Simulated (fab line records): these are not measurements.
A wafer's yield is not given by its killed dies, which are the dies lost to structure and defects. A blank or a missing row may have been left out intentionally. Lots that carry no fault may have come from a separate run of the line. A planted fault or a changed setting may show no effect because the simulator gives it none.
Split-lot study | flow n5-finfet | 7 lots, 39 wafers read, on a route of 1938 steps

== THE SPLIT ITSELF ==
At N5_GATE_CUT_ETCH_58 (etches SiNx in CH3F/O2, target depth 17 nm, time 128.6 s), the setting target-depth-a was moved away from the recipe's 170 angstrom on 15 of the 39 wafers read, by -9.9% to +9.2%. For the rest of the wafers, this setting stayed at what the recipe calls for.

Reading taken at the split's own step.

== THE READING ==
etch.depth-nm (the simulator's own value, which no gauge read), in nm, at N5_GATE_CUT_ETCH_58 (etches SiNx in CH3F/O2, target depth 17 nm, time 128.6 s). There is no usual value for it anywhere in the file. The 24 wafers here that ran the recipe average 16.96 nm, standard deviation 0.32 nm.

wafer  | tool, chamber at the split | target-depth-a as run, angstrom | against the recipe | etch.depth-nm, nm | against lot-mates on the recipe
L081.1 | rie-diel-03, 2             | 158.9                           | -6.5%              | 15.84             | -1.45
L081.2 | rie-diel-03, 1             | 170                             | recipe             | 17.53             | -
L081.3 | rie-diel-03, 3             | 158.9                           | -6.5%              | 16.06             | -1.23
L081.4 | rie-diel-03, 3             | 170                             | recipe             | 16.9              | -
L081.5 | rie-diel-03, 1             | 170                             | recipe             | 17.44             | -
L081.6 | rie-diel-03, 2             | 158.9                           | -6.5%              | 15.86             | -1.43
L083.1 | rie-diel-06, 2             | 170                             | recipe             | 17.05             | -
L083.2 | rie-diel-06, 0             | 183.3                           | +7.8%              | 18.37             | +1.49
L083.3 | rie-diel-06, 3             | 183.3                           | +7.8%              | 17.94             | +1.06
L083.4 | rie-diel-06, 2             | 183.3                           | +7.8%              | 18.43             | +1.55
L083.5 | rie-diel-06, 0             | 170                             | recipe             | 17.06             | -
L083.6 | rie-diel-06, 3             | 170                             | recipe             | 16.53             | -
L087.1 | rie-diel-03, 2             | 185.7                           | +9.2%              | 18.89             | +1.66
L087.2 | rie-diel-03, 0,3           | 170                             | recipe             | 17.09             | -
L087.3 | rie-diel-03, 0,3           | 170                             | recipe             | 17.09             | -
L087.4 | rie-diel-03, 1             | 185.7                           | +9.2%              | 19.12             | +1.89
L087.5 | rie-diel-03, 1             | 170                             | recipe             | 17.5              | -
L087.6 | rie-diel-03, 2             | 185.7                           | +9.2%              | 18.69             | +1.46
L089.1 | rie-diel-01, 2             | 170                             | recipe             | 16.57             | -
L089.2 | rie-diel-01, 1             | 170                             | recipe             | 17.05             | -
L089.3 | rie-diel-01, 0             | 170                             | recipe             | 16.52             | -
L089.4 | rie-diel-01, 3             | 170                             | recipe             | 16.77             | -
L089.5 | rie-diel-01, 2             | 170                             | recipe             | 16.7              | -
L089.6 | rie-diel-01, 1             | 170                             | recipe             | 16.97             | -
L092.1 | rie-diel-06, 1             | 185.1                           | +8.9%              | 18.92             | +2.37
L092.2 | rie-diel-06, 0             | 170                             | recipe             | 16.7              | -
L092.3 | rie-diel-06, 2             | 185.1                           | +8.9%              | 17.99             | +1.44
L092.4 | rie-diel-06, 3             | 185.1                           | +8.9%              | 17.63             | +1.08
L092.5 | rie-diel-06, 0             | 170                             | recipe             | 16.66             | -
L092.6 | rie-diel-06, 3             | 170                             | recipe             | 16.29             | -
L094.2 | rie-diel-03, 1             | 170                             | recipe             | 17.32             | -
L094.3 | rie-diel-03, 2             | 170                             | recipe             | 16.93             | -
L094.4 | rie-diel-03, 0             | 170                             | recipe             | 16.87             | -
L097.1 | rie-diel-03, 1             | 153.1                           | -9.9%              | 15.85             | -1.29
L097.2 | rie-diel-03, 0             | 170                             | recipe             | 17.18             | -
L097.3 | rie-diel-03, 2             | 170                             | recipe             | 17.1              | -
L097.4 | rie-diel-03, 3             | 153.1                           | -9.9%              | 15.42             | -1.72
L097.5 | rie-diel-03, 2             | 153.1                           | -9.9%              | 15.41             | -1.73
L097.6 | rie-diel-03, 3             | 170                             | recipe             | 17.15             | -
When a row names more than one chamber, that row covers several wafers, and the file does not tell which wafer ran in which chamber.

FIT RESULTS
A straight line over all 39 wafers: etch.depth-nm changes by +0.161 nm for each +1% of target-depth-a; r = +0.93; the points scatter about the line by 0.35 nm.
The same after taking each lot's own level away (the mean of its wafers on the recipe; 39 wafers): +0.178 nm for each +1%; r = +0.97; scatter 0.26 nm.
Per that fit: largest target-depth-a move, reading shift of 1.8 nm.
The span of the lots' own levels, 16.550 to 17.290 nm, comes to 2.3 times the standard deviation stated above.
Consequently the slope shifts little with the lot-to-lot level, the two slopes agreeing.
Check: with one of the wafers moved furthest among these (-9.9%) left out of the fit, the line predicts -1.84 nm for it against its lot-mates. It came out at -1.29 nm against them.

== FURTHER SPLITS ON THESE WAFERS ==
Other splits were also applied to these wafers ahead of the reading. Each is held against what the fit with the lots' levels taken away leaves over:
other split on the same wafers        | wafers away from the commonest value | r with etch.depth-nm (lot level and that fit taken away)
N5_FIN_CUT_CUT_ETCH_15 target-depth-a | 15                                   | -0.09
N5_DUMMY_GATE_ETCH_37 source-w        | 15                                   | +0.03
N5_DUMMY_GATE_ETCH_31 target-depth-a  | 18                                   | -0.12
N5_DUMMY_GATE_ETCH_42 bias-w          | 12                                   | -0.16
N5_SD_EPI_N_ETCH_35 source-w          | 12                                   | +0.02
N5_SD_EPI_P_EPI_21 time-s             | 9                                    | +0.06

== FILE'S OWN FIT ==
etch.depth-nm changes by +0.178 nm for each +1% of target-depth-a, r = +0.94.
